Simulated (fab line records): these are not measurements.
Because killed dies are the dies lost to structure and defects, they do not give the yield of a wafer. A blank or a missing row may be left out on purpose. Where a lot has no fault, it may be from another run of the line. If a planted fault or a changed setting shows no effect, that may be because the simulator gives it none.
Chamber matching :: flow n5_finfet :: 3 sister chambers for N5_BEOL_M13_ILD_DEP_00 on pecvd-03
The step deposits SiOC from DEMS/O2, target thk 837.92 nm, time 166.4 s. 20 wafers are shown with their chamber, then 10 later ones without.

WAFERS WITH THEIR CHAMBER
wafer: L074.1
chamber: 0
showerhead_vpp_V (V): 1316
throttle_valve_pct (%): 10.8
heater_power_w (W): 557

wafer: L074.2
chamber: 2
showerhead_vpp_V (V): 1247
throttle_valve_pct (%): 12.4
heater_power_w (W): 576

wafer: L074.3
chamber: 1
showerhead_vpp_V (V): 1539
throttle_valve_pct (%): 12.0
heater_power_w (W): 647

wafer: L076.1
chamber: 1
showerhead_vpp_V (V): 1556
throttle_valve_pct (%): 12.1
heater_power_w (W): 591

wafer: L076.2
chamber: 2
showerhead_vpp_V (V): 1279
throttle_valve_pct (%): 12.1
heater_power_w (W): 555

wafer: L076.4
chamber: 1
showerhead_vpp_V (V): 1562
throttle_valve_pct (%): 12.2
heater_power_w (W): 624

wafer: L080.2
chamber: 0
showerhead_vpp_V (V): 1353
throttle_valve_pct (%): 10.8
heater_power_w (W): 546

wafer: L080.5
chamber: 1
showerhead_vpp_V (V): 1569
throttle_valve_pct (%): 12.5
heater_power_w (W): 680

wafer: L080.6
chamber: 0
showerhead_vpp_V (V): 1336
throttle_valve_pct (%): 10.7
heater_power_w (W): 455

wafer: L081.1
chamber: 2
showerhead_vpp_V (V): 1263
throttle_valve_pct (%): 12.1
heater_power_w (W): 482

wafer: L081.2
chamber: 0
showerhead_vpp_V (V): 1334
throttle_valve_pct (%): 10.6
heater_power_w (W): 559

wafer: L081.6
chamber: 1
showerhead_vpp_V (V): 1536
throttle_valve_pct (%): 12.3
heater_power_w (W): 571

wafer: L082.2
chamber: 1
showerhead_vpp_V (V): 1534
throttle_valve_pct (%): 12.3
heater_power_w (W): 623

wafer: L082.5
chamber: 0
showerhead_vpp_V (V): 1303
throttle_valve_pct (%): 10.5
heater_power_w (W): 454

wafer: L082.6
chamber: 1
showerhead_vpp_V (V): 1559
throttle_valve_pct (%): 12.1
heater_power_w (W): 673

wafer: L085.3
chamber: 1
showerhead_vpp_V (V): 1549
throttle_valve_pct (%): 12.4
heater_power_w (W): 674

wafer: L085.4
chamber: 0
showerhead_vpp_V (V): 1323
throttle_valve_pct (%): 10.8
heater_power_w (W): 521

wafer: L085.5
chamber: 2
showerhead_vpp_V (V): 1271
throttle_valve_pct (%): 12.2
heater_power_w (W): 565

wafer: L088.1
chamber: 2
showerhead_vpp_V (V): 1287
throttle_valve_pct (%): 12.1
heater_power_w (W): 515

wafer: L088.3
chamber: 1
showerhead_vpp_V (V): 1525
throttle_valve_pct (%): 12.2
heater_power_w (W): 698

SIGNATURES (means of the wafers above)
reading: showerhead_vpp_V
chamber 0: 1327.50
chamber 1: 1547.67
chamber 2: 1269.40
scatter within a chamber: 15.8

reading: throttle_valve_pct
chamber 0: 10.700
chamber 1: 12.233
chamber 2: 12.180
scatter within a chamber: 0.143

reading: heater_power_w
chamber 0: 515.33
chamber 1: 642.33
chamber 2: 538.60
scatter within a chamber: 44.1
Rule: distance of a wafer from a chamber = root of the sum over the readings of ((wafer's reading minus chamber's mean) / reading's scatter) squared. The wafer belongs to the nearest chamber; if the next one is less than 2 further off, it can't be placed. The scatter: take each reading less its chamber's mean, square it, sum over the shown wafers, divide by the number of wafers less the number of chambers, and take the root.

WAFERS WHOSE CHAMBER IS MISSING
wafer: L088.4
showerhead_vpp_V (V): 1322
throttle_valve_pct (%): 10.8
heater_power_w (W): 521

wafer: L091.1
showerhead_vpp_V (V): 1282
throttle_valve_pct (%): 12.2
heater_power_w (W): 581

wafer: L091.5
showerhead_vpp_V (V): 1570
throttle_valve_pct (%): 12.1
heater_power_w (W): 644

wafer: L091.6
showerhead_vpp_V (V): 1274
throttle_valve_pct (%): 12.2
heater_power_w (W): 589

wafer: L094.2
showerhead_vpp_V (V): 1330
throttle_valve_pct (%): 10.5
heater_power_w (W): 568

wafer: L094.4
showerhead_vpp_V (V): 1275
throttle_valve_pct (%): 11.9
heater_power_w (W): 591

wafer: L094.6
showerhead_vpp_V (V): 1282
throttle_valve_pct (%): 11.9
heater_power_w (W): 473

wafer: L095.1
showerhead_vpp_V (V): 1551
throttle_valve_pct (%): 12.3
heater_power_w (W): 639

wafer: L095.4
showerhead_vpp_V (V): 1549
throttle_valve_pct (%): 12.0
heater_power_w (W): 662

wafer: L095.6
showerhead_vpp_V (V): 1273
throttle_valve_pct (%): 12.1
heater_power_w (W): 533

WHICH CHAMBER EACH WENT THROUGH
wafer: L088.4
from the rows above: 0
in truth: 0

wafer: L091.1
from the rows above: 2
in truth: 2

wafer: L091.5
from the rows above: 1
in truth: 1

wafer: L091.6
from the rows above: 2
in truth: 2

wafer: L094.2
from the rows above: 0
in truth: 0

wafer: L094.4
from the rows above: 2
in truth: 2

wafer: L094.6
from the rows above: 2
in truth: 2

wafer: L095.1
from the rows above: 1
in truth: 1

wafer: L095.4
from the rows above: 1
in truth: 1

wafer: L095.6
from the rows above: 2
in truth: 2
Placed correctly: 10 of 10. Can't be placed from these rows: 0. 0 placed wrongly.
